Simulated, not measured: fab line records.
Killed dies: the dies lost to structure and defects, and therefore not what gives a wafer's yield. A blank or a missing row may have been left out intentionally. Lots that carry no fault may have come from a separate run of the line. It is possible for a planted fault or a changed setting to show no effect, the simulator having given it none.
fab line records	flow n5-finfet
[record] lots = 9	wafers = 27	last-day = 17
route steps=1938 shown ILD0@338 SDB@360 BEOL_M4@1111
lots that met no fault: from a run of the same line without faults
start-h: hours from the record's first day to the start of the lot's first wafer shown	wait-h: hours from the lot's prior step to this one	" same as the row above	L1.1+2: a row that stands for several wafers	- no value, or no start was given	* or withheld: withheld	< > ~ a bound
route shown NAME@n: NAME is a module with steps in the file, n the number in the route of the first one	usual: mean and standard deviation over wafers with no fault	same: alike in all rows	chamber/n: place in a boat	sites: per-site readings	_std_site: their standard deviation	_edge_site: inner sites' mean taken away from outer sites' mean	radius-mm: how far each site lies from the wafer's centre	mask NAME#n: copy n	behind: the most recent tool/chamber to have shaped the wafer	hold: the reason the lot was held/the length of the hold in hours/how it ended	device: the n, p or np transistor that did not switch	end of line: the same wafers' tests at the end of the route	a step given without rows: its recipe and nothing more	killed: dies that structure and defects cost at the first sort, which is not the same as the wafer's yield	map: a wafer's dies, marking killed ones x, the rest . and places with no die _
set.NAME: the setting as run; set.NAME@STEP: as run at that earlier step	model.NAME: the simulator's own value behind a step, which no gauge read
route steps across a sampled set of lots; one table per step, one row per wafer
services: when a tool's chamber went out of use (start-h, in hours from the record's first day, below 0 if earlier), for how many hours, and the reason
[[steps]]
[step N5_ILD0_CMP_03]
[recipe] stop-on = SiNx	t-overpolish-s = 1.9	post-cmp-clean = alkaline-brush	down-force-psi = 4.1491	platen-rpm = 51.796	pad-velocity-m-s = 1.0306	target-thk-nm = 197.38
[usual] motor-current-A = 12.9/1.5	overpolish-run-s = 1.899/0.0087	time-to-endpoint-s = 72/4.7
lot.wafer	tool	chamber	start-h	wait-h	motor-current-A	overpolish-run-s	time-to-endpoint-s
L736.1	cmp-01	3	60.67	0.1	11.1	1.897	69
L736.6	"	1	"	"	12.4	1.909	64
L736.5	"	2	"	"	15.0	1.898	71
L737.4	cmp-04	0	66.57	0.0	12.6	1.897	76
L737.2	"	2	"	"	13.1	1.910	70
L737.1	"	3	"	"	11.3	1.898	71
L744.2	cmp-01	1	108.56	0.1	11.9	1.903	68
L744.3	"	3	"	"	12.0	1.885	70
L744.6	"	1	"	"	12.3	1.906	72
L746.2	cmp-04	1	122.46	0.1	13.0	1.902	80
L746.4	"	2	"	"	13.3	1.900	76
L746.1	"	3	"	"	11.3	1.888	75
L751.1	cmp-02	0	155.34	0.0	10.8	1.901	68
L751.4	"	2	"	"	10.4	1.914	66
L751.6	"	1	"	"	14.9	1.914	67
L752.2	cmp-01	2	156.72	0.0	15.2	1.897	72
L752.1	"	0	"	"	13.8	1.912	73
L752.5	"	2	"	"	15.1	1.894	76
L753.4	cmp-01	3	166.46	0.0	11.5	1.901	73
L753.3	"	2	"	"	16.1	1.879	79
L753.6	"	0	"	"	14.4	1.907	75
L757.3	cmp-01	0	188.87	0.0	15.0	1.894	76
L757.2	"	3	"	"	12.2	1.907	72
L757.6	"	1	"	"	13.0	1.893	75
L758.3	cmp-02	0	197.99	0.1	10.8	1.908	74
L758.1	"	1	"	"	14.3	1.891	74
L758.5	"	3	"	"	12.4	1.908	75
[step N5_ILD0_THK_MEAS_04]
[usual] thk-nm = 197.7/1.1
lot.wafer	tool	chamber	start-h	wait-h	thk-nm
L736.1	film-metro-01	-	60.89	-	196.9
L736.5	"	-	"	"	195.4
L736.6	"	-	"	"	196.6
L737.1	film-metro-02	-	66.86	-	196.8
L737.2	"	-	"	"	198.2
L737.4	"	-	"	"	197.4
L744.2	film-metro-01	-	108.82	-	197.3
L744.3	"	-	"	"	198.0
L744.6	"	-	"	"	198.2
L746.1	film-metro-02	-	122.72	-	198.5
L746.2	"	-	"	"	198.2
L746.4	"	-	"	"	198.9
L751.1	film-metro-01	-	155.64	-	197.0
L751.4	"	-	"	"	197.5
L751.6	"	-	"	"	198.8
L752.1	film-metro-01	-	157.02	-	196.8
L752.2	"	-	"	"	197.7
L752.5	"	-	"	"	198.3
L753.3	film-metro-01	-	166.75	-	199.3
L753.4	"	-	"	"	200.1
L753.6	"	-	"	"	200.4
L757.2	film-metro-02	-	189.16	-	198.0
L757.3	"	-	"	"	198.1
L757.6	"	-	"	"	197.9
L758.1	film-metro-01	-	198.25	-	197.3
L758.3	"	-	"	"	197.3
L758.5	"	-	"	"	197.8
[step N5_ILD0_THK_MEAS_08]
[usual] thk-nm = 139.1/0.89
lot.wafer	tool	chamber	start-h	wait-h	thk-nm
L736.1	film-metro-02	-	61.21	-	138.8
L736.5	"	-	"	"	140.4
L736.6	"	-	"	"	139.9
L737.1	film-metro-01	-	67.18	-	138.6
L737.2	"	-	"	"	138.8
L737.4	"	-	"	"	138.4
L744.2	film-metro-01	-	109.14	-	140.3
L744.3	"	-	"	"	141.4
L744.6	"	-	"	"	140.1
L746.1	film-metro-02	-	123.04	-	139.4
L746.2	"	-	"	"	138.8
L746.4	"	-	"	"	138.7
L751.1	film-metro-02	-	155.96	-	138.8
L751.4	"	-	"	"	139.1
L751.6	"	-	"	"	137.6
L752.1	film-metro-02	-	157.47	-	138.6
L752.2	"	-	"	"	139.3
L752.5	"	-	"	"	139.8
L753.3	film-metro-02	-	167.09	0.2	137.8
L753.4	"	-	"	"	137.9
L753.6	"	-	"	"	138.9
L757.2	film-metro-01	-	189.48	-	139.5
L757.3	"	-	"	"	140.4
L757.6	"	-	"	"	141.1
L758.1	film-metro-02	-	198.57	-	140.3
L758.3	"	-	"	"	140.3
L758.5	"	-	"	"	141.5
[step N5_SDB_ETCH_17]
[recipe] chemistry = CF4	target = SiARC	target-depth-a = 234	mask-material = CAR-ArF	time-s = 39	ion-energy-ev = 80	pressure-mtorr = 40	source-w = 545	bias-w = 36	Ar_flow_sccm = 100	cf4-flow-sccm = 100	ends = cleared
[usual] bias-w = 36.01/0.12	drypump-motor-current-A = 5.5/0.43	etch-rf-on-time-s = 38.8/0.62	oes-product-au = 0.68/0.075	rf-fwd-power-W = 533.6/2.1	rf-vpp-V = 184.1/1.1	showerhead-plenum-p-Torr = 2.14/0.058	throttle-valve-pct = 15.73/0.2
lot.wafer	tool	chamber	start-h	wait-h	bias-w	drypump-motor-current-A	etch-rf-on-time-s	oes-product-au	rf-fwd-power-W	rf-hours-counter-h	rf-vpp-V	showerhead-plenum-p-Torr	throttle-valve-pct
L736.1	rie-diel-02	3	65.75	0.0	35.95	4.9	39.2	0.66	533.4	117	184.0	2.16	15.57
L736.5	"	3	"	"	35.92	4.9	38.8	0.67	533.8	-	184.9	2.16	15.58
L736.6	"	2	"	"	35.86	5.0	38.6	0.65	534.7	-	183.8	2.06	15.85
L737.1	rie-diel-02	2	70.91	0.0	35.80	5.0	38.5	0.65	532.0	139	182.6	2.06	15.86
L737.2	"	3	"	"	35.93	4.9	39.4	0.67	531.0	119	184.0	2.16	15.57
L737.4	"	0	"	"	36.06	5.6	39.4	0.66	534.2	137	183.7	2.15	15.86
L744.2	rie-diel-02	0	113.08	0.0	36.00	5.6	39.5	0.66	535.8	152	185.0	2.14	15.89
L744.3	"	3	"	"	35.92	4.9	38.5	0.66	532.5	136	184.1	2.15	15.61
L744.6	"	3	"	"	36.22	4.9	38.7	0.66	532.4	-	185.4	2.15	15.63
L746.1	rie-diel-02	0	126.89	0.0	36.04	5.6	39.4	0.66	536.9	159	185.1	2.14	15.88
L746.2	"	3	"	"	35.94	4.9	39.2	0.65	530.9	142	184.5	2.15	15.64
L746.4	"	2	"	"	35.97	5.0	39.2	0.63	532.1	-	182.1	2.05	15.91
L751.1	rie-diel-02	1	159.88	0.0	36.08	5.3	39.0	0.80	532.0	9	183.9	2.10	15.33
L751.4	"	2	"	"	35.88	5.0	39.1	0.62	531.6	173	183.8	2.05	15.92
L751.6	"	3	"	"	38.28	4.9	38.1	0.64	532.9	-	192.1	2.15	15.64
L752.1	rie-diel-02	1	161.20	0.0	36.00	5.3	39.2	0.79	532.1	9	183.2	2.10	15.35
L752.2	"	3	"	"	38.22	4.9	38.6	0.64	532.6	154	191.3	2.15	15.65
L752.5	"	3	"	"	38.03	4.9	38.4	0.65	532.8	-	191.0	2.15	15.65
L753.3	rie-diel-04	2	170.82	0.0	35.99	5.7	38.5	0.79	535.3	16	183.7	2.18	15.71
L753.4	"	0	"	"	35.96	5.5	37.5	0.78	535.0	31	184.7	2.18	15.67
L753.6	"	1	"	"	35.86	4.7	39.5	0.58	533.1	-	183.4	2.12	15.91
L757.2	rie-diel-04	1	194.23	0.0	35.90	4.7	39.2	0.58	535.0	237	184.3	2.12	15.94
L757.3	"	0	"	"	36.01	5.5	38.3	0.76	535.7	40	186.1	2.18	15.67
L757.6	"	3	"	"	35.96	5.4	38.0	0.69	530.9	-	183.1	2.16	15.69
L758.1	rie-diel-01	2	202.42	0.0	36.04	5.6	38.0	0.77	535.4	35	185.7	2.26	15.16
L758.3	"	1	"	"	35.99	6.1	38.0	0.66	537.9	125	184.6	2.07	15.88
L758.5	"	2	"	"	35.71	5.6	38.4	0.77	535.6	-	184.6	2.26	15.16
[step N5_BEOL_M4_RC_MEAS_101]
[usual] DIBL_N = 36.4/1.5	DIBL_P = 36.4/1.6	IOFF_N = 0.164/0.025	IOFF_P = 0.214/0.028	ION_N = 675/9.9	ION_P = 463/6.5	SS_N = 71.5/0.5	SS_P = 73.3/0.56	VT_N = 249.2/2.7	VT_P = -250.1/2.8
lot.wafer	tool	chamber	start-h	wait-h	DIBL_N[mV/V]	DIBL_P[mV/V]	IOFF_N[nA/um]	IOFF_P[nA/um]	ION_N[uA/um]	ION_P[uA/um]	SS_N[mV/dec]	SS_P[mV/dec]	VT_N[mV]	VT_P[mV]
L736.1	prober-02	0	164.19	0.0	36.5	35.4	0.134	0.171	664	453	71.2	73.7	250.4	-256.0
L736.5	"	0	"	"	37.0	36.7	0.155	0.186	688	458	70.7	73.7	248.1	-253.7
L736.6	"	0	"	"	37.2	36.3	0.149	0.185	660	451	70.8	73.2	251.0	-256.5
L737.1	prober-01	0	177.93	0.0	37.4	35.4	0.145	0.213	671	465	70.9	73.9	251.9	-249.3
L737.2	"	0	"	"	38.5	37.0	0.171	0.250	678	470	71.7	74.0	249.3	-245.5
L737.4	"	0	"	"	36.1	33.7	0.129	0.190	659	459	71.3	73.2	254.3	-250.1
L744.2	prober-01	0	213.79	0.2	35.3	38.5	0.150	0.253	665	468	71.6	73.5	251.1	-244.9
L744.3	"	0	"	"	35.9	37.9	0.158	0.246	671	469	71.8	74.0	251.9	-246.6
L744.6	"	0	"	"	35.8	37.8	0.153	0.246	669	462	71.8	73.8	252.0	-245.0
L746.1	prober-01	0	219.04	0.0	36.6	35.7	0.166	0.235	669	464	70.9	73.8	247.2	-249.2
L746.2	"	0	"	"	36.8	35.6	0.178	0.235	674	465	71.5	73.2	247.5	-249.1
L746.4	"	0	"	"	37.5	36.3	0.184	0.242	681	456	72.0	73.2	246.3	-250.3
L751.1	prober-02	0	264.94	0.0	35.4	33.4	0.136	0.170	675	462	71.7	72.2	252.1	-252.7
L751.4	"	0	"	"	35.3	34.4	0.144	0.180	672	458	71.2	72.3	252.8	-253.9
L751.6	"	0	"	"	36.4	35.1	0.163	0.200	685	472	71.6	72.8	251.1	-253.5
L752.1	prober-02	0	269.79	0.4	36.1	35.7	0.175	0.209	686	466	71.6	72.9	244.6	-251.3
L752.2	"	0	"	"	34.7	34.1	0.146	0.191	675	464	71.5	72.1	250.2	-250.9
L752.5	"	0	"	"	36.1	36.0	0.174	0.210	682	459	71.4	73.4	249.9	-251.5
L753.3	prober-01	0	272.41	0.3	37.9	38.7	0.222	0.244	696	468	72.3	73.6	246.7	-248.5
L753.4	"	0	"	"	36.9	37.5	0.207	0.225	697	468	71.7	74.4	245.8	-249.9
L753.6	"	0	"	"	38.5	39.4	0.247	0.256	703	469	71.3	74.2	242.5	-246.1
L757.2	prober-02	0	291.64	0.2	35.1	34.9	0.159	0.175	681	458	71.7	73.1	250.2	-254.8
L757.3	"	0	"	"	34.7	34.4	0.146	0.169	674	457	71.1	73.1	249.3	-252.5
L757.6	"	0	"	"	35.5	35.5	0.157	0.187	667	455	71.8	72.9	249.2	-254.0
L758.1	prober-02	0	304.01	0.7	35.5	35.8	0.140	0.200	660	457	71.3	72.4	250.5	-249.5
L758.3	"	0	"	"	36.0	36.8	0.158	0.221	670	465	72.0	73.2	249.4	-250.0
L758.5	"	0	"	"	36.3	36.5	0.155	0.216	665	464	71.7	72.3	251.5	-250.7
[[services]]
tool	chamber	start-h	hours	kind
cmp-01	-	38.10	0.9	repair
cmp-02	-	52.52	4.0	pm
cmp-02	-	56.52	-	consumable-replace:conditioner
cmp-02	-	56.52	-	consumable-replace:pad
rie-diel-02	1	60.43	7.0	repair
rie-diel-01	1	63.32	3.7	repair
rie-diel-04	0	66.23	-	clean
rie-diel-04	0	66.23	-	consumable-replace:esc
rie-diel-04	0	66.23	-	consumable-replace:focus-ring
cmp-04	-	77.94	1.9	repair
cmp-02	-	105.47	11.0	pm
rie-diel-01	1	105.60	1.4	repair
rie-diel-02	1	119.95	-	clean
rie-diel-02	1	119.95	-	consumable-replace:focus-ring
rie-diel-02	1	119.95	15.3	scheduled-down
rie-diel-02	1	119.95	15.3	vent-cycle
rie-diel-04	1	120.61	9.8	repair
cmp-01	-	122.32	0.2	repair
cmp-04	-	147.90	5.3	pm
cmp-04	-	154.33	19.0	pm
cmp-01	-	171.22	0.3	repair
rie-diel-02	0	180.49	4.4	repair
cmp-02	-	184.44	0.7	repair
cmp-04	-	191.17	5.9	repair
[[key]]
[first-sign] step = N5_SDB_ETCH_17	reading = bias-w	direction = up	sigmas = 18	usual = *	struck = *
[effect] step = N5_SDB_ETCH_17	reading = rf-vpp-V	direction = up	sigmas = 6.8	usual = 184.1	struck = 191.5
met-at N5_SDB_ETCH_17
struck-lots L751,L752
struck-wafers L751.6,L752.2,L752.5
not-acting-at N5_ILD0_CMP_03,N5_ILD0_THK_MEAS_04,N5_ILD0_THK_MEAS_08
onset-between 126.89 159.88
[fault] kind = process-parameter-drift	tool = rie-diel-02	chamber = 3	onset-h = 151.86	steps = N5_SDB_ETCH_17	channel = bias-w	offset = *	shape = step	end-h = 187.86	acts-in = *	stated = *
